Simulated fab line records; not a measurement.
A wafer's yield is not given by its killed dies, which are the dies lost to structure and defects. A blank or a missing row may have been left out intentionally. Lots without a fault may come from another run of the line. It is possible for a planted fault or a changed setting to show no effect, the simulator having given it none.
Matching of chambers :: flow nand harc :: NHARC_P_CONTACT_ALD_22 on ald metal-02 has 4 sister chambers
The step deposits TiN, target thk 3 nm, pulse time 1 s, ald cycles 150. 7 wafers are shown with their chamber, then 6 later ones without.

## WAFERS PAIRED WITH THEIR CHAMBERS
wafer: L127.1
chamber: 0
heater power w (W): 1044
precursor pulse height rel: 1.000

wafer: L129.1
chamber: 3
heater power w (W): 849
precursor pulse height rel: 0.993

wafer: L129.5
chamber: 1
heater power w (W): 1331
precursor pulse height rel: 1.008

wafer: L131.1
chamber: 0
heater power w (W): 1032
precursor pulse height rel: 1.011

wafer: L131.2
chamber: 3
heater power w (W): 837
precursor pulse height rel: 0.994

wafer: L133.4
chamber: 2
heater power w (W): 1091
precursor pulse height rel: 1.017

wafer: L133.6
chamber: 2
heater power w (W): 1106
precursor pulse height rel: 1.014

## WAFERS WHOSE CHAMBER IS MISSING
wafer: L135.1
heater power w (W): 1156
precursor pulse height rel: 1.000

wafer: L135.2
heater power w (W): 846
precursor pulse height rel: 1.025

wafer: L135.4
heater power w (W): 1351
precursor pulse height rel: 0.999

wafer: L145.2
heater power w (W): 1399
precursor pulse height rel: 1.017

wafer: L145.3
heater power w (W): 1135
precursor pulse height rel: 1.008

wafer: L145.4
heater power w (W): 851
precursor pulse height rel: 0.997

## CHAMBER TAKEN BY EACH
wafer: L135.1
from the rows above: 2
in truth: 2

wafer: L135.2
from the rows above: 3
in truth: 3

wafer: L135.4
from the rows above: 1
in truth: 1

wafer: L145.2
from the rows above: 1
in truth: 1

wafer: L145.3
from the rows above: 2
in truth: 2

wafer: L145.4
from the rows above: 3
in truth: 3
6 of 6 placed correctly. Number that these rows cannot place: 0. Number placed wrongly: 0.
How it was worked out, from the rows above alone: a wafer's distance from a chamber is the root of the sum, over the readings, of the square of ((its reading less the chamber's mean) divided by the reading's scatter). The wafer belongs to the nearest chamber; if the next one is less than 2 further off, it can't be placed. A chamber's mean is the mean of its shown wafers. The scatter: take each reading less its chamber's mean, square it, sum over the shown wafers, divide by the number of wafers less the number of chambers, and take the root.
